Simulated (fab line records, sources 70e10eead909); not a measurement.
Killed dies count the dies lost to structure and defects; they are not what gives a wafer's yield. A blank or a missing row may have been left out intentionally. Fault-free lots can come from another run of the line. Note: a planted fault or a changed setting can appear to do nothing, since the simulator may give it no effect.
The tool behind it: which one?	flow nand-harc	12 lots with 36 wafers sampled at 5 steps, on a route of 1159 steps

## WHAT THE GAUGES READ, wafer by wafer
NHARC_END_SORT_01.
lot	measured	on	killed-at-array	killed-at-other	killed-at-periphery	killed-dies	killed-open	killed-short
L899	day 22 06:58	prober-02	672 671 673	0 0 0	5 6 4	677 677 677	6 4 3	3 1 3
L898	day 22 06:49	prober-01	675 672 671	0 0 0	2 5 6	677 677 677	0 1 6	4 5 0

## WHICH TOOL RAN EACH LOT (tool, then ch and the chambers of the sampled wafers, then the start)
lot	NHARC_A_CONTACT_DESCUM_13	NHARC_A_CONTACT_ETCH_89	NHARC_A_CONTACT_ETCH_137	NHARC_A_CONTACT_ETCH_139
L887	rie-diel-11 ch 0,1,2, day 17 08:53	rie-diel-11 ch 1,2, day 17 10:22 or earlier	har-cap-etch-02 ch 0,1, day 17 10:22	har-cap-etch-02 ch 0,1, day 17 10:38
L888	rie-diel-09 ch 1,2,3, day 17 12:31	rie-diel-09 ch 0,1,3, day 17 13:58 or earlier	har-cap-etch-02 ch 0,1, day 17 13:58	har-cap-etch-02 ch 0,1, day 17 14:13
L892	rie-diel-11 ch 0,1,2, day 19 01:01	rie-diel-11 ch 1,2, day 19 02:32 or earlier	har-cap-etch-02 ch 0,1, day 19 02:32	har-cap-etch-02 ch 0,1, day 19 02:47
L893	rie-diel-11 ch 1,2,3, day 19 02:03	rie-diel-11 ch 0,1, day 19 03:31 or earlier	har-cap-etch-03 ch 0,1, day 19 03:31	har-cap-etch-03 ch 0,1, day 19 03:46
L894	rie-diel-09 ch 0,2, day 19 08:27	rie-diel-09 ch 0,2, day 19 08:43	har-cap-etch-02 ch 0,1, day 19 10:49	har-cap-etch-02 ch 0,1, day 19 11:08
L899	rie-diel-11 ch 0,2, day 19 19:06	rie-diel-11 ch 1,2,3, day 19 20:33 or earlier	har-cap-etch-03 ch 0, day 19 20:33	har-cap-etch-03 ch 0, day 19 20:49
L898	rie-diel-11 ch 0,2,3, day 19 20:14	rie-diel-11 ch 1,2,3, day 19 21:41 or earlier	har-cap-etch-02 ch 0,1, day 19 21:41	har-cap-etch-02 ch 0,1, day 19 21:55
L900	rie-diel-10 ch 0,1,2, day 21 05:09	rie-diel-10 ch 0,1,3, day 21 06:59 or earlier	har-cap-etch-02 ch 0,1, day 21 06:59	har-cap-etch-02 ch 0,1, day 21 07:16
L905	rie-diel-09 ch 0,1,3, day 22 01:19	rie-diel-09 ch 1,2, day 22 02:45 or earlier	har-cap-etch-01 ch 0,1, day 22 02:45	har-cap-etch-01 ch 0,1, day 22 03:01
L906	rie-diel-11 ch 0,1, day 22 14:32	rie-diel-11 ch 0,2, day 22 16:10 or earlier	har-cap-etch-03 ch 0,1, day 22 16:10	har-cap-etch-03 ch 0,1, day 22 16:24
L907	rie-diel-11 ch 0,1,2, day 22 15:56	rie-diel-11 ch 1,2, day 22 17:33 or earlier	har-cap-etch-01 ch 0,1, day 22 17:33	har-cap-etch-01 ch 0,1, day 22 17:48
L909	rie-diel-10 ch 0,2,3, day 22 20:10	rie-diel-10 ch 1,2, day 22 21:41 or earlier	har-cap-etch-02 ch 0,1, day 22 21:41	har-cap-etch-02 ch 0,1, day 22 21:58
- NHARC_A_CONTACT_DESCUM_13: chemistry O2, time 3 s.
- NHARC_A_CONTACT_ETCH_89: etches the open film in N2/H2, target depth 260 nm, time 475.3 s.
- NHARC_A_CONTACT_ETCH_137: etches the open film in C4F8/O2/Ar, time 132 s, target depth 1287 nm.
- NHARC_A_CONTACT_ETCH_139: etches the open film in C4F8/O2/Ar, time 137 s, target depth 590 nm.

## WHAT THE TOOLS THEMSELVES READ (means of the sampled wafers that have a number; where no wafer has one, the mark that the record gives instead)
NHARC_A_CONTACT_DESCUM_13.
lot	tool	drypump-motor-current-A (A)	oes-product-au (a.u.)	rf-vpp-V (V)	showerhead-plenum-p-Torr (Torr)	throttle-valve-pct (%)
L887	rie-diel-11	5.6	0.995	57.7	1.84	11.312
L888	rie-diel-09	5.6	1.001	57.5	1.90	11.312
L892	rie-diel-11	5.6	1.000	57.1	1.84	11.313
L893	rie-diel-11	5.6	1.005	58.5	1.77	11.311
L894	rie-diel-09	5.7	1.003	57.7	2.03	11.311
L899	rie-diel-11	5.7	1.000	57.2	1.84	11.307
L898	rie-diel-11	5.4	1.002	57.5	1.84	11.313
L900	rie-diel-10	5.5	1.004	57.8	1.88	11.318
L905	rie-diel-09	5.2	0.999	57.4	1.92	11.315
L906	rie-diel-11	5.5	1.002	57.9	1.83	11.312
L907	rie-diel-11	5.6	0.995	58.2	1.84	11.306
L909	rie-diel-10	5.5	1.005	56.3	1.86	11.307

NHARC_A_CONTACT_ETCH_89.
lot	tool	bias-w (W)	chamber-pressure-mTorr (mTorr)	drypump-motor-current-A (A)	oes-product-au (a.u.)	rf-vpp-V (V)	showerhead-plenum-p-Torr (Torr)	throttle-valve-pct (%)
L887	rie-diel-11	149.8	30.006	5.8	0.987	427	1.89	14.175
L888	rie-diel-09	150.1	30.006	5.3	1.000	431	2.06	14.172
L892	rie-diel-11	150.0	30.009	5.8	0.998	426	1.89	14.176
L893	rie-diel-11	150.0	30.020	5.4	1.009	429	2.03	14.173
L894	rie-diel-09	149.6	29.980	6.1	1.007	433	2.13	14.171
L899	rie-diel-11	150.1	29.997	5.6	0.999	427	1.88	14.170
L898	rie-diel-11	149.7	29.992	5.6	0.993	425	1.88	14.167
L900	rie-diel-10	150.1	29.982	5.4	1.004	432	2.07	14.162
L905	rie-diel-09	150.4	29.974	5.9	0.993	431	2.03	14.174
L906	rie-diel-11	149.8	29.996	5.4	0.993	429	2.03	14.167
L907	rie-diel-11	150.0	29.983	5.7	0.999	427	1.88	14.170
L909	rie-diel-10	149.7	30.028	5.6	0.998	428	1.95	14.174

NHARC_A_CONTACT_ETCH_137.
lot	tool	chamber-pressure-mTorr (mTorr)	oes-air-line-au (a.u.)
L887	har-cap-etch-02	19.997	0.998
L888	har-cap-etch-02	19.971	1.004
L892	har-cap-etch-02	20.020	1.003
L893	har-cap-etch-03	19.998	1.004
L894	har-cap-etch-02	20.004	0.998
L899	har-cap-etch-03	19.986	0.975
L898	har-cap-etch-02	19.989	1.012
L900	har-cap-etch-02	19.993	0.993
L905	har-cap-etch-01	20.010	1.003
L906	har-cap-etch-03	19.997	0.996
L907	har-cap-etch-01	20.003	0.983
L909	har-cap-etch-02	20.004	1.008

NHARC_A_CONTACT_ETCH_139.
lot	tool	chamber-pressure-mTorr (mTorr)	oes-air-line-au (a.u.)
L887	har-cap-etch-02	19.998	0.999
L888	har-cap-etch-02	20.002	1.010
L892	har-cap-etch-02	19.995	0.975
L893	har-cap-etch-03	19.989	1.000
L894	har-cap-etch-02	19.979	0.998
L899	har-cap-etch-03	-	-
L898	har-cap-etch-02	-	-
L900	har-cap-etch-02	19.978	1.005
L905	har-cap-etch-01	20.005	0.990
L906	har-cap-etch-03	20.001	1.011
L907	har-cap-etch-01	20.010	0.984
L909	har-cap-etch-02	20.011	1.000

## THE ANSWER, worked out from the rows above alone
Rule: what is usual is taken from the lots themselves. Put in order of their means at a reading, lots are off if they are a third of the lots or fewer, leave a main group of 4 or more, and stand apart from it by a gap of 3 or more times the standard deviation of the main group's means; of several such gaps the widest counts. Not used: any main group whose means are identical at the precision the tables above print for the reading. A lot without any number at a reading at which 4 lots or more have one is off too. Any other lot the step has rows for is counted as sound. First the gauges in route order, then the tools' own readings, where a lot's mean is used as printed above. The first step at which some lot is off is used, and at that step the reading that is off furthest; a lot without a number counts as furthest.
Off, at NHARC_A_CONTACT_ETCH_139 on chamber-pressure-mTorr: L899, L898. Without a number there: L899, L898. The main group has a mean of 19.997 mTorr with a standard deviation of 0.011.
A tool fits if, at that step or a process step before it, it ran every lot that is off, and no sound lot after the first of them. NHARC_A_CONTACT_ETCH_89: start missing for some lots; hours and lot order therefore follow NHARC_A_CONTACT_ETCH_137. None of those tried fits.

## WHAT WAS PUT IN BY THE SIMULATOR
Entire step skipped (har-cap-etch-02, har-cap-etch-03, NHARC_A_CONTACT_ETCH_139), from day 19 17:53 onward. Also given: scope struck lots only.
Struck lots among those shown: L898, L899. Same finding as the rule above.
